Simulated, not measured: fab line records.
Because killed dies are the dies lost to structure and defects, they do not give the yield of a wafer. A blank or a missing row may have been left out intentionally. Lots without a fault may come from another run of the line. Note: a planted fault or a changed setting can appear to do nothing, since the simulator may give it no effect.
A lot that was struck, set against a sound lot / flow n5 finfet / 15 steps out of a route of 1938
Sound: these wafers, L180.2, L180.4, L180.5. The struck wafers were L198.3, L198.4, L198.5. The cause is given at the end.
At each step with rows: each side's tool, then ch and its chambers, then its first start. Under that, the readings that differ: sound wafers / struck wafers / difference of the means / sigmas: that difference in standard deviations of wafers without a fault.
alike: words and numbers the same on both sides, and readings whose means are apart by under 2 such deviations; not compared: readings that were withheld, readings missing a value for some wafer, numbers with overlapping values and no deviation given by the record, and bounds like >300 which may hide the same value.
The two part at a step that has a row with sigmas, a row that says differs or no value, or rows on one side only. Numbers that have no deviation but don't overlap get no sigmas and don't part them. A reading that every wafer of one side lacks parts them only if that side has two wafers or more.

N5_BEOL_M5_STRIP_91: strips in N2/H2, time 10 s.
  sound on rie diel-05 ch 1,2; struck on rie diel-06 ch 0,1,3
reading=showerhead plenum p Torr (Torr); sound=2.62 2.66 2.62; struck=2.33 2.49 2.38; difference=-0.23; sigmas=-2
  alike: drypump motor current A, oes product au, rf vpp V, throttle valve pct
  not compared: rf hours counter h
N5_BEOL_M5_OCD_MEAS_38:
  sound: ocd-01 at day 9 22:26; struck: ocd-01 at day 14 22:43
  alike: trench depth nm
then, 4 steps without rows for these wafers: N5_BEOL_M5_HM_STRIP_39 (strips TiN in peroxide tin strip, target depth 25 nm, time 158 s); N5_BEOL_M5_SRD_40 (time 30 s); N5_BEOL_M5_PRECLEAN_42 (cleans in residue remover, time 60 s); N5_BEOL_M5_SRD_43 (time 30 s).
N5_BEOL_M5_CD_MEAS_35: target cd 28 nm, target cd y 24 nm.
  sound: cd sem-02 at day 9 22:35; struck: cd sem-03 at day 14 22:52
  alike: cd nm
N5_BEOL_M5_CURE_80: cures SiCOH lowk, time 120 s.
  sound on uv cure-03 ch 2, day 9 22:45; struck on uv cure-03 ch 2, day 14 23:01
  alike: lamp power pct, wafer_temp_C_max
then, 1 step without rows for these wafers: N5_BEOL_M5_DEGAS_44 (time 60 s).
N5_BEOL_M5_PRE_CLEAN_45: time 30 s.
  sound: pvd sputter-01 at day 9 23:15; struck: pvd sputter-03 at day 14 23:25
  alike: heater power w
then, 1 step without rows for these wafers: N5_BEOL_M5_ALD_86 (deposits TaN, pulse time 2 s, purge time 3 s, co reactant purge time 2 s).
N5_BEOL_M5_SURFACE_TREAT_87:
  sound: pvd sputter-03 at day 9 23:47; struck: pvd sputter-01 at day 14 23:47
  not compared: throttle valve pct
N5_BEOL_M5_CVD_47: deposits Co from CCTBA/H2, target thk 3 nm, time 216 s.
  sound on cvd co-02 ch 0,1, day 9 23:51; struck on cvd co-02 ch 0,2, day 14 23:54
reading=run length s (s); sound=239.4 238.3 240.0; struck=146.6 147.3 146.7; difference=-92.4; sigmas=-99 or more
  not compared: since wet clean h
N5_BEOL_M5_SPUTTER_48: material Cu, target thk 15 nm, time 27.62 s.
  sound: pvd sputter-01 at day 10 00:01; struck: pvd sputter-02 at day 15 00:08
  alike: throttle valve pct
-- record jumps: 4 days separate the struck wafers' starts on either side; left off in module BEOL_M5, taken up again in module PASSIVATION, whose first shown step is the route's number 1936 --
N5_PASSIVATION_PROBE_49:
  sound: prober-02 at day 13 19:10; struck: prober-01 at day 19 09:01
  alike: defect limited yield, killed_at_M0_to_M3, killed_at_M4_up, killed at contacts, killed at front end, killed at other, killed dies, killed open, killed short, sort_bin_5_function, sort_bin_6_memory, sort n pass, sort yield pct

WHERE THEY PART
Earliest at N5_BEOL_M5_STRIP_91; latest, in this record, at N5_BEOL_M5_CVD_47. Later steps at which nothing parts them and some readings are alike: N5_BEOL_M5_SPUTTER_48, N5_PASSIVATION_PROBE_49.

WHY: what had been put in by the simulator
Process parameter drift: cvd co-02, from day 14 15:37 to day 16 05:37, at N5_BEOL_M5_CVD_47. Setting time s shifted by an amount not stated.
